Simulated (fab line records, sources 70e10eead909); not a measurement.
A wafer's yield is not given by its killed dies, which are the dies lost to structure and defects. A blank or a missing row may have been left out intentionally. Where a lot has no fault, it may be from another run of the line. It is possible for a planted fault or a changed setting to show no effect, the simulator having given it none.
Chamber matching / flow nand harc / cmp-04 running NHARC_P_CONTACT_CMP_24: 4 sister chambers
The step polishes, t overpolish 30 s, target thk 200 nm. 16 wafers are shown with their chamber, then 8 later ones without.

EACH WAFER AND ITS CHAMBER
wafer=L075.1; chamber=0; motor current A (A)=12.3; time to endpoint s (s)=42.9; overpolish run s (s)=30.004
wafer=L075.4; chamber=1; motor current A (A)=13.2; time to endpoint s (s)=39.1; overpolish run s (s)=29.997
wafer=L075.6; chamber=3; motor current A (A)=12.3; time to endpoint s (s)=44.9; overpolish run s (s)=29.999
wafer=L084.2; chamber=0; motor current A (A)=12.5; time to endpoint s (s)=36.3; overpolish run s (s)=29.991
wafer=L084.3; chamber=1; motor current A (A)=12.9; time to endpoint s (s)=33.6; overpolish run s (s)=30.013
wafer=L084.5; chamber=1; motor current A (A)=14.2; time to endpoint s (s)=35.1; overpolish run s (s)=29.997
wafer=L088.1; chamber=1; motor current A (A)=13.0; time to endpoint s (s)=37.5; overpolish run s (s)=30.008
wafer=L088.5; chamber=3; motor current A (A)=12.5; time to endpoint s (s)=41.4; overpolish run s (s)=30.009
wafer=L088.6; chamber=0; motor current A (A)=12.9; time to endpoint s (s)=38.2; overpolish run s (s)=29.999
wafer=L086.3; chamber=2; motor current A (A)=13.7; time to endpoint s (s)=37.9; overpolish run s (s)=29.993
wafer=L086.5; chamber=1; motor current A (A)=13.6; time to endpoint s (s)=35.8; overpolish run s (s)=29.996
wafer=L086.6; chamber=0; motor current A (A)=12.6; time to endpoint s (s)=36.7; overpolish run s (s)=30.005
wafer=L089.2; chamber=1; motor current A (A)=14.0; time to endpoint s (s)=35.0; overpolish run s (s)=30.018
wafer=L089.5; chamber=2; motor current A (A)=13.1; time to endpoint s (s)=38.4; overpolish run s (s)=30.000
wafer=L089.6; chamber=3; motor current A (A)=12.0; time to endpoint s (s)=41.8; overpolish run s (s)=30.007
wafer=L091.1; chamber=2; motor current A (A)=13.4; time to endpoint s (s)=40.0; overpolish run s (s)=30.001

SIGNATURES (averages over the wafers above)
reading=motor current A; chamber 0=12.575; chamber 1=13.483; chamber 2=13.400; chamber 3=12.267; scatter within a chamber=0.402
reading=time to endpoint s; chamber 0=38.525; chamber 1=36.017; chamber 2=38.767; chamber 3=42.700; scatter within a chamber=2.17
reading=overpolish run s; chamber 0=29.99975; chamber 1=30.00483; chamber 2=29.99800; chamber 3=30.00500; scatter within a chamber=0.00746
Rule: distance of a wafer from a chamber = root of the sum over the readings of ((wafer's reading minus chamber's mean) / reading's scatter) squared. The wafer belongs to the nearest chamber; if the next one is less than 2 further off, it can't be placed. How the scatter is found: for the shown wafers, subtract from each reading the mean of its chamber, square and add these, divide the total by (wafers less chambers), then take the root.

WAFERS MISSING THEIR CHAMBER
wafer=L091.3; motor current A (A)=11.9; time to endpoint s (s)=43.7; overpolish run s (s)=30.003
wafer=L091.4; motor current A (A)=13.6; time to endpoint s (s)=36.8; overpolish run s (s)=29.997
wafer=L092.2; motor current A (A)=13.2; time to endpoint s (s)=37.3; overpolish run s (s)=30.017
wafer=L092.4; motor current A (A)=13.3; time to endpoint s (s)=40.9; overpolish run s (s)=29.992
wafer=L092.5; motor current A (A)=12.2; time to endpoint s (s)=40.2; overpolish run s (s)=30.003
wafer=L097.2; motor current A (A)=12.7; time to endpoint s (s)=37.9; overpolish run s (s)=30.009
wafer=L097.3; motor current A (A)=13.2; time to endpoint s (s)=34.5; overpolish run s (s)=29.990
wafer=L097.6; motor current A (A)=13.1; time to endpoint s (s)=34.8; overpolish run s (s)=30.015

CHAMBER TAKEN BY EACH
wafer=L091.3; from the rows above=can't be placed: 3 or 0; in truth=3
wafer=L091.4; from the rows above=can't be placed: 2 or 1 or 0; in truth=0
wafer=L092.2; from the rows above=can't be placed: 1 or 2 or 0 or 3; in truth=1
wafer=L092.4; from the rows above=can't be placed: 2 or 0 or 1 or 3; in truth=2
wafer=L092.5; from the rows above=can't be placed: 3 or 0 or 2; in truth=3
wafer=L097.2; from the rows above=can't be placed: 0 or 1 or 2 or 3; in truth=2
wafer=L097.3; from the rows above=can't be placed: 1 or 2 or 0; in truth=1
wafer=L097.6; from the rows above=can't be placed: 1 or 0 or 2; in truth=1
Correct placement for 0 of the 8. From these rows, 8 cannot be placed; in 8 the true chamber is one of the candidates. Number placed wrongly: 0.
